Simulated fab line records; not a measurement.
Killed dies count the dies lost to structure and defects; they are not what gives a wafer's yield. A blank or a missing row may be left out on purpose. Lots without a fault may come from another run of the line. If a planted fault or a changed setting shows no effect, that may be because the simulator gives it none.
Which tool did it?    flow n5 finfet    Sampling: 11 lots, 33 wafers, 5 of 1938 route steps

## WHAT THE GAUGES SHOWED, per wafer
N5_PASSIVATION_OVL_MEAS_60. Usual: for TV_OVL the level is -4 nm and the standard deviation is 4.7.
lot   measured      on          TV_OVL (nm)  flag
L215  day 13 03:40  overlay-02  -9 -7 1      
L216  day 13 07:57  overlay-02  -11 -6 -1    
L220  day 13 19:52  overlay-01  -6 -3 -1     
L219  day 13 20:02  overlay-01  0 -4 -1      
L221  day 13 23:58  overlay-02  1 -2 -2      
L222  day 14 04:10  overlay-02  -6 -3 -7     
L223  day 14 16:49  overlay-02  234 231 240  OFF
L224  day 15 02:52  overlay-01  239 242 243  OFF
L225  day 15 17:23  overlay-02  237 231 237  OFF
L226  day 15 18:59  overlay-02  235 230 236  OFF
L231  day 16 23:03  overlay-01  -9 -5 -8     

## WHICH TOOL RAN EACH LOT (tool, then ch and the chambers of the sampled wafers, then the start)
lot   N5_BEOL_M15_ANNEAL_48             N5_MIM_TOP_DEGAS_04           N5_MIM_BOT_ETCH_STRIP_01            N5_PASSIVATION_EXPOSE_07
L215  rtp anneal-01 ch 0, day 12 20:30  pvd sputter-01, day 13 00:38  rie diel-02 ch 0,2, day 13 02:40    krf scanner-02 ch 0, day 13 03:28
L216  rtp anneal-01 ch 0, day 12 21:02  pvd sputter-03, day 13 02:03  rie diel-02 ch 0,2,3, day 13 04:12  krf scanner-02 ch 0, day 13 07:44
L220  rtp anneal-02 ch 0, day 13 11:18  pvd sputter-03, day 13 15:01  rie diel-02 ch 0,1,2, day 13 16:55  krf scanner-02 ch 0, day 13 19:40
L219  rtp anneal-01 ch 0, day 13 11:20  pvd sputter-03, day 13 15:13  rie diel-06 ch 0,3, day 13 17:19    krf scanner-01 ch 0, day 13 19:50
L221  rtp anneal-01 ch 0, day 13 15:58  pvd sputter-03, day 13 19:49  rie diel-06 ch 1,2, day 13 21:35    krf scanner-02 ch 0, day 13 23:46
L222  rtp anneal-02 ch 0, day 13 21:02  pvd sputter-01, day 14 01:08  rie diel-04 ch 1,2,3, day 14 02:46  krf scanner-02 ch 0, day 14 03:58
L223  rtp anneal-01 ch 0, day 14 07:42  pvd sputter-02, day 14 13:11  rie diel-06 ch 0,2,3, day 14 14:49  krf scanner-02 ch 0, day 14 16:37
L224  rtp anneal-02 ch 0, day 14 19:10  pvd sputter-03, day 14 23:32  rie diel-02 ch 2,3, day 15 01:33    krf scanner-02 ch 0, day 15 02:40
L225  rtp anneal-02 ch 0, day 15 10:16  pvd sputter-02, day 15 14:13  rie diel-06 ch 1,2, day 15 16:20    krf scanner-02 ch 0, day 15 17:11
L226  rtp anneal-01 ch 0, day 15 11:29  pvd sputter-03, day 15 15:19  rie diel-06 ch 1,3, day 15 17:08    krf scanner-02 ch 0, day 15 18:47
L231  rtp anneal-02 ch 0, day 16 16:16  pvd sputter-01, day 16 19:45  rie diel-06 ch 0,1,2, day 16 21:32  krf scanner-01 ch 0, day 16 22:51
- N5_BEOL_M15_ANNEAL_48: time 90 s.
- N5_MIM_TOP_DEGAS_04: time 60 s.
- N5_MIM_BOT_ETCH_STRIP_01: strips in O2.
- N5_PASSIVATION_EXPOSE_07: exposes mask TV, defocus 0 nm, target cd 3000 nm.

## AS READ BY THE TOOLS THEMSELVES (means over the sampled wafers that have a number; for cases with no such wafer, the mark the record gives instead)
N5_BEOL_M15_ANNEAL_48. Usual: anneal temp c max 225.82, standard deviation 0.28; wafer_temp_C_max 225.92, standard deviation 0.22.
lot   tool           anneal temp c max  wafer_temp_C_max  flag
L215  rtp anneal-01  225.57             225.81            
L216  rtp anneal-01  225.70             226.07            
L220  rtp anneal-02  226.07             225.91            
L219  rtp anneal-01  225.71             225.77            
L221  rtp anneal-01  225.58             225.82            
L222  rtp anneal-02  225.96             226.14            
L223  rtp anneal-01  225.58             225.86            
L224  rtp anneal-02  225.84             226.14            
L225  rtp anneal-02  226.08             225.96            
L226  rtp anneal-01  225.50             225.90            
L231  rtp anneal-02  226.06             225.61            

N5_MIM_TOP_DEGAS_04. Usual: heater power w at 472 W, with a standard deviation of 49.
lot   tool            heater power w (W)  flag
L215  pvd sputter-01  419                 
L216  pvd sputter-03  501                 
L220  pvd sputter-03  468                 
L219  pvd sputter-03  441                 
L221  pvd sputter-03  446                 
L222  pvd sputter-01  527                 
L223  pvd sputter-02  433                 
L224  pvd sputter-03  450                 
L225  pvd sputter-02  499                 
L226  pvd sputter-03  424                 
L231  pvd sputter-01  466                 

N5_MIM_BOT_ETCH_STRIP_01. Usual: drypump motor current A 5.8 A, standard deviation 0.59; oes product au 0.78 a.u., standard deviation 0.083; rf vpp V 3.8 V, standard deviation 1.4; showerhead plenum p Torr 2.07 Torr, standard deviation 0.063; throttle valve pct 16.70 %, standard deviation 0.24.
lot   tool         drypump motor current A (A)  oes product au (a.u.)  rf vpp V (V)  showerhead plenum p Torr (Torr)  throttle valve pct (%)  flag
L215  rie diel-02  5.7                          0.81                   3.3           2.06                             16.47                   
L216  rie diel-02  5.6                          0.85                   3.0           2.06                             16.63                   
L220  rie diel-02  5.7                          0.86                   2.7           2.09                             16.55                   
L219  rie diel-06  6.2                          0.74                   3.8           2.03                             16.52                   
L221  rie diel-06  5.8                          0.71                   3.1           2.12                             16.97                   
L222  rie diel-04  5.9                          0.82                   2.8           2.09                             16.69                   
L223  rie diel-06  5.9                          0.72                   3.9           2.03                             16.62                   
L224  rie diel-02  5.6                          0.85                   4.1           2.06                             16.79                   
L225  rie diel-06  5.9                          0.69                   4.1           2.05                             16.83                   
L226  rie diel-06  5.4                          0.70                   3.8           2.14                             17.03                   
L231  rie diel-06  6.2                          0.69                   3.9           2.05                             16.80                   

## THE ANSWER, worked out from the rows above alone
Rule: lot off if the mean of its wafers having a number is beyond 3 standard deviations from the usual mean. Also off: a lot with no number at a reading for which 4 or more lots have one. Where the step has rows for the other lots, those lots are counted as sound. First the gauges in route order, then the tools' own readings, where a lot's mean is used as printed above. The first step at which some lot is off is used, and at that step the reading that is off furthest; a lot without a number counts as furthest.
Off: L223, L224, L225, L226, seen at N5_PASSIVATION_OVL_MEAS_60 (TV_OVL).
A tool fits if, at a process step before that reading, it ran every lot that is off, and no sound lot after the first of them. The gauges at N5_PASSIVATION_OVL_MEAS_60 are tried like those tools. One fits: krf scanner-02 at N5_PASSIVATION_EXPOSE_07. Its last sound lot is L222 (day 14 03:58), its first lot that is off L223 (day 14 16:37): a fault that began between those two fits.

## WHAT THE SIMULATOR HAD INSERTED
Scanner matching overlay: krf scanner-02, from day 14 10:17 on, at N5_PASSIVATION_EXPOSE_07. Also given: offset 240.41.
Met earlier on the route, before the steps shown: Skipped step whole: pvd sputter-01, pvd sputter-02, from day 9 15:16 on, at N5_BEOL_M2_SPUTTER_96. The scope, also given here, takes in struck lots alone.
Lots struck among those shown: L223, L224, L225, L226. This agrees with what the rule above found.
